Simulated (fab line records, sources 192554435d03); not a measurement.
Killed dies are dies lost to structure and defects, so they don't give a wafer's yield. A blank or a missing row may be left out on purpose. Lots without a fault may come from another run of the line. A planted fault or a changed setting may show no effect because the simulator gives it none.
Chamber matching | flow n5_finfet | N5_BEOL_M5_ETCH_75 on rie_diel-03: 4 sister chambers
The step etches underlayer in N2/H2, target depth 6.5 nm, time 5.2 s. 7 wafers are shown with their chamber, then 8 later ones without.

WAFERS WITH THEIR CHAMBER
wafer  | chamber | showerhead_plenum_p_Torr (Torr) | throttle_valve_pct (%)
L074.3 | 2       | 2.59                            | 17.86
L077.4 | 1       | 2.61                            | 17.77
L088.6 | 3       | 2.44                            | 17.66
L097.3 | 0       | 2.47                            | 17.99
L097.4 | 3       | 2.43                            | 17.68
L097.5 | 2       | 2.57                            | 17.93
L091.1 | 0       | 2.46                            | 17.97

WAFERS WITHOUT THEIR CHAMBER
wafer  | showerhead_plenum_p_Torr (Torr) | throttle_valve_pct (%)
L091.2 | 2.60                            | 17.39
L091.3 | 2.43                            | 17.70
L089.1 | 2.46                            | 18.00
L089.2 | 2.60                            | 17.40
L089.3 | 2.43                            | 17.70
L082.1 | 2.56                            | 17.96
L082.3 | 2.60                            | 17.42
L082.6 | 2.46                            | 18.04

WHICH CHAMBER EACH WENT THROUGH
wafer  | from the rows above | in truth
L091.2 | 1                   | 1
L091.3 | 3                   | 3
L089.1 | 0                   | 0
L089.2 | 1                   | 1
L089.3 | 3                   | 3
L082.1 | 2                   | 2
L082.3 | 1                   | 1
L082.6 | 0                   | 0
Placed correctly: 8 of 8. Can't be placed from these rows: 0. Placed wrongly: 0.
How it was worked out, from the rows above alone: a wafer's distance from a chamber is the root of the sum, over the readings, of the square of ((its reading less the chamber's mean) divided by the reading's scatter). The wafer belongs to the nearest chamber; if the next one is less than 2 further off, it can't be placed. A chamber's mean is the mean of its shown wafers. The scatter: the root of (the sum of the squares of (reading less its chamber's mean) over the shown wafers, divided by (wafers less chambers)).
